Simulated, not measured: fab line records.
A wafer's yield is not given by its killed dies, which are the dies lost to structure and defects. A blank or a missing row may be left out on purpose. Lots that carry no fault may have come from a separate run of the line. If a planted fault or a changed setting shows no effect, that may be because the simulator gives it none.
Lot-split experiment	flow n5 finfet	21 wafers read across 7 lots, on a route 1938 steps long

## THE SPLIT ITSELF
At N5_MOL_CONTACT_COAG_EXPOSE_37 (exposes mask VD, defocus 0 nm), the setting dose mj was moved away from the recipe's 62 on 5 of the 21 wafers read, by +4.0% to +6.8%. For the rest of the wafers, this setting stayed at what the recipe calls for.

## FROM THE SPLIT TO THE READING: what the file shows between them, 2 steps
- N5_MOL_CONTACT_COAG_PEB_38: peb time 60 s
- N5_MOL_CONTACT_COAG_DEVELOP_39: develop time 30 s

## THE READING
cd nm (nm) at N5_MOL_CONTACT_COAG_CD_MEAS_40, where the cd target is 25.1 nm. Typical for fault-free wafers on this fab line: 25.21 nm, with standard deviation 0.25 nm.

wafer	tool, chamber at the split	dose mj as run	against the recipe	cd nm, nm	against lot-mates on the recipe
L074.1	euv scanner-02, 0	64.52	+4.1%	25.86	+0.98
L074.3	euv scanner-02, 0	64.52	+4.1%	25.85	+0.97
L074.5	euv scanner-02, 0	62	recipe	24.88	-
L077.1	euv scanner-02, 0	62	recipe	25.31	-
L077.3	euv scanner-02, 0	62	recipe	25.20	-
L077.6	euv scanner-02, 0	62	recipe	25.15	-
L079.1	euv scanner-02, 0	62	recipe	25.35	-
L079.3	euv scanner-02, 0	62	recipe	25.37	-
L079.6	euv scanner-02, 0	62	recipe	25.19	-
L083.1	euv scanner-01, 0	64.51	+4.0%	25.87	+0.50
L083.5	euv scanner-01, 0	62	recipe	25.41	-
L083.6	euv scanner-01, 0	62	recipe	25.34	-
L086.1	euv scanner-01, 0	62	recipe	25.25	-
L086.2	euv scanner-01, 0	62	recipe	24.95	-
L086.3	euv scanner-01, 0	65.13	+5.0%	26.16	+1.06
L087.1	euv scanner-01, 0	62	recipe	25.42	-
L087.5	euv scanner-01, 0	62	recipe	25.19	-
L087.6	euv scanner-01, 0	62	recipe	25.28	-
L095.1	euv scanner-01, 0	66.21	+6.8%	26.45	+1.04
L095.3	euv scanner-01, 0	62	recipe	25.24	-
L095.4	euv scanner-01, 0	62	recipe	25.57	-

FIT RESULTS
A straight line over all 21 wafers: cd nm changes by +0.166 nm for each +1% of dose mj; r = +0.92; the points scatter about the line by 0.16 nm.
The same after taking each lot's own level away (the mean of its wafers on the recipe; 21 wafers): +0.184 nm for each +1%; r = +0.94; scatter 0.14 nm.
The reading moves by 1.2 nm for the largest change in dose mj, on that fit.
Measured against the standard deviation above, the lots' own levels, which go from 24.880 to 25.405 nm, span 2.1 times it.
Consequently the slope shifts little with the lot-to-lot level, the two slopes agreeing.
Check: +1.39 nm against its lot-mates is what the line predicts for one of the wafers moved furthest among these (+6.8%) when that wafer is left out of the fit. Against them it came out at +1.04 nm.

## THESE WAFERS: OTHER SPLITS
Note: prior to the reading, these wafers also went through further splits. Each is held against what the fit with the lots' levels taken away leaves over:
other split on the same wafers	wafers away from the commonest value	r with cd nm (lot level and that fit taken away)
N5_SD_ACTIVATION_LSA_01 temp c	11	+0.50
N5_HKMG_FIN_DESCUM_53 time s	7	-0.13
N5_HKMG_FIN_ETCH_54 source w	5	+0.00
N5_GATE_CUT_ETCH_58 bias w	7	-0.20

## THE FILE'S OWN FIT
cd nm changes by +0.177 nm for each +1% of dose mj, r = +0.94.
